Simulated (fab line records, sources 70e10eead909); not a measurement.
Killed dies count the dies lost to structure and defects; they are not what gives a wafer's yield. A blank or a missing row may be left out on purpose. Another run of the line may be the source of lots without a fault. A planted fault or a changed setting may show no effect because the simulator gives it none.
Check for tools in common    flow nand harc    12 lots, 36 wafers sampled

== WHAT PROMPTED THE OPENING ==
At NHARC_A_ONON_D1_THK_MEAS_18 the reading thk nm is flagged on 2 of 12 lots. Fault-free wafers read 1003 nm, with a standard deviation of 9.7.
Rule: a lot is flagged in two cases, either no wafer of it has a number, or all its wafers with numbers fall more than 4 standard deviations from that mean. All remaining lots are regarded as sound.

lot   measured      on             thk nm (nm), wafer by wafer  flag
L867  day 7 16:59   film metro-01  988 989 988                  
L868  day 8 08:02   film metro-01  997 997 997                  
L870  day 8 16:34   film metro-02  989 984 987                  
L871  day 9 01:04   film metro-01  1919 1917 1918               FLAGGED
L875  day 9 21:48   film metro-01  1916 1916 1915               FLAGGED
L882  day 11 17:49  film metro-02  1012 1012 1013               
L883  day 12 00:26  film metro-01  1004 1001 1003               
L888  day 12 20:01  film metro-01  1006 1006 1008               
L886  day 12 20:01  film metro-02  996 995 995                  
L885  day 12 20:01  film metro-01  1006 1006 1005               
L887  day 13 00:14  film metro-02  998 999 999                  
L889  day 13 09:04  film metro-02  1000 1002 1003               
On average the flagged lots' numbers are 1917 nm, which is +914 nm against the usual, or +94 standard deviations.

== EACH LOT AND THE TOOL IT RAN ON ==
Before the reading, the record contains 3 process steps out of a 1159-step route. Read each cell as the tool, then ch plus the chambers that the sampled wafers visited, then the start.
lot   flag     NHARC_P_BONDPAD_STRIP_15            NHARC_P_BONDPAD_ETCH_24                        NHARC_A_ONON_D1_DEP_16
L867           rie diel-03 ch 0,3, day 6 04:30     rie diel-03 ch 0,3, day 7 16:28 or earlier     pecvd onon-04 ch 0, day 7 16:28
L868           rie diel-05 ch 0,1,2, day 6 14:49   rie diel-05 ch 1,2,3, day 8 07:31 or earlier   pecvd onon-02 ch 0, day 8 07:31
L870           rie diel-08 ch 0,2,3, day 7 04:04   rie diel-08 ch 0,2,3, day 7 04:13              pecvd onon-04 ch 0, day 8 16:03
L871  FLAGGED  rie diel-03 ch 1,3, day 7 13:48     rie diel-03 ch 0,1,3, day 9 00:34 or earlier   pecvd onon-04 ch 0, day 9 00:34
L875  FLAGGED  rie diel-03 ch 1,2,3, day 8 11:04   rie diel-03 ch 0,2,3, day 9 21:17 or earlier   pecvd onon-04 ch 0, day 9 21:17
L882           rie diel-05 ch 0,1, day 10 01:50    rie diel-05 ch 0,2,3, day 11 17:26 or earlier  pecvd onon-02 ch 0, day 11 17:26
L883           rie diel-08 ch 0,2,3, day 10 12:25  rie diel-08 ch 0,1, day 11 23:55 or earlier    pecvd onon-02 ch 0, day 11 23:55
L888           rie diel-03 ch 0,1,2, day 11 09:17  rie diel-03 ch 0,1,3, day 12 19:30 or earlier  pecvd onon-02 ch 0, day 12 19:30
L886           rie diel-03 ch 1,2,3, day 11 08:05  rie diel-03 ch 0,1,2, day 12 19:30 or earlier  pecvd onon-04 ch 0, day 12 19:30
L885           rie diel-03 ch 0,1, day 11 09:24    rie diel-03 ch 1,2, day 12 19:31 or earlier    pecvd onon-03 ch 0, day 12 19:31
L887           rie diel-05 ch 1,3, day 11 12:31    rie diel-05 ch 1,2, day 12 23:47 or earlier    pecvd onon-04 ch 0, day 12 23:47
L889           rie diel-03 ch 1,3, day 11 19:07    rie diel-03 ch 1,2, day 13 08:40 or earlier    pecvd onon-04 ch 0, day 13 08:40
What is done by these steps:
- NHARC_P_BONDPAD_STRIP_15: strips in O2.
- NHARC_P_BONDPAD_ETCH_24: etches the open film in CF4/N2, target depth 30 nm, time 72.99 s.
- NHARC_A_ONON_D1_DEP_16: target thk 1000 nm.
- NHARC_A_ONON_D1_THK_MEAS_18: measures by ellipsometry.

== FLAGGED OVER TOTAL, TOOL BY TOOL (the gauges that took the reading come last) ==
step                         tool           lots run  flagged  share of the flagged lots  sound lots run after its first flagged lot
NHARC_P_BONDPAD_STRIP_15     rie diel-03    7         2        all                        4 (L886,L888,L885,L889)
NHARC_P_BONDPAD_STRIP_15     rie diel-05    3         0        none                       -
NHARC_P_BONDPAD_STRIP_15     rie diel-08    2         0        none                       -
NHARC_P_BONDPAD_ETCH_24      rie diel-03    7         2        all                        4 (L886,L888,L885,L889)
NHARC_P_BONDPAD_ETCH_24      rie diel-05    3         0        none                       -
NHARC_P_BONDPAD_ETCH_24      rie diel-08    2         0        none                       -
NHARC_A_ONON_D1_DEP_16       pecvd onon-02  4         0        none                       -
NHARC_A_ONON_D1_DEP_16       pecvd onon-03  1         0        none                       -
NHARC_A_ONON_D1_DEP_16       pecvd onon-04  7         2        all                        3 (L886,L887,L889)
NHARC_A_ONON_D1_THK_MEAS_18  film metro-01  7         2        all                        3 (L883,L888,L885)
NHARC_A_ONON_D1_THK_MEAS_18  film metro-02  5         0        none                       -
NHARC_P_BONDPAD_ETCH_24: start missing for some lots; hours and lot order therefore follow NHARC_A_ONON_D1_DEP_16.

== THE TABLE: WHAT IT ALLOWS ==
4 rows of the table ran every flagged lot: rie diel-03 at NHARC_P_BONDPAD_STRIP_15, rie diel-03 at NHARC_P_BONDPAD_ETCH_24, pecvd onon-04 at NHARC_A_ONON_D1_DEP_16, film metro-01 at NHARC_A_ONON_D1_THK_MEAS_18.
- rie diel-03 at NHARC_P_BONDPAD_STRIP_15 ran 7 lots, 2 of them flagged. Sound lots followed the first flagged one (L886, L888, L885, L889) on it, something a lasting fault affecting the whole tool could not allow.
- rie diel-03 at NHARC_P_BONDPAD_ETCH_24 ran 7 lots, 2 of them flagged. Sound lots followed the first flagged one (L886, L888, L885, L889) on it, something a lasting fault affecting the whole tool could not allow.
- pecvd onon-04 at NHARC_A_ONON_D1_DEP_16 ran 7 lots, 2 of them flagged. Sound lots followed the first flagged one (L886, L887, L889) on it, something a lasting fault affecting the whole tool could not allow.
- film metro-01 at NHARC_A_ONON_D1_THK_MEAS_18 ran 7 lots, 2 of them flagged. Sound lots followed the first flagged one (L883, L888, L885) on it, something a lasting fault affecting the whole tool could not allow.
There is no row in the table that ran each flagged lot and no sound lot after the first.

== WHAT THE SIMULATOR HAD PUT IN ==
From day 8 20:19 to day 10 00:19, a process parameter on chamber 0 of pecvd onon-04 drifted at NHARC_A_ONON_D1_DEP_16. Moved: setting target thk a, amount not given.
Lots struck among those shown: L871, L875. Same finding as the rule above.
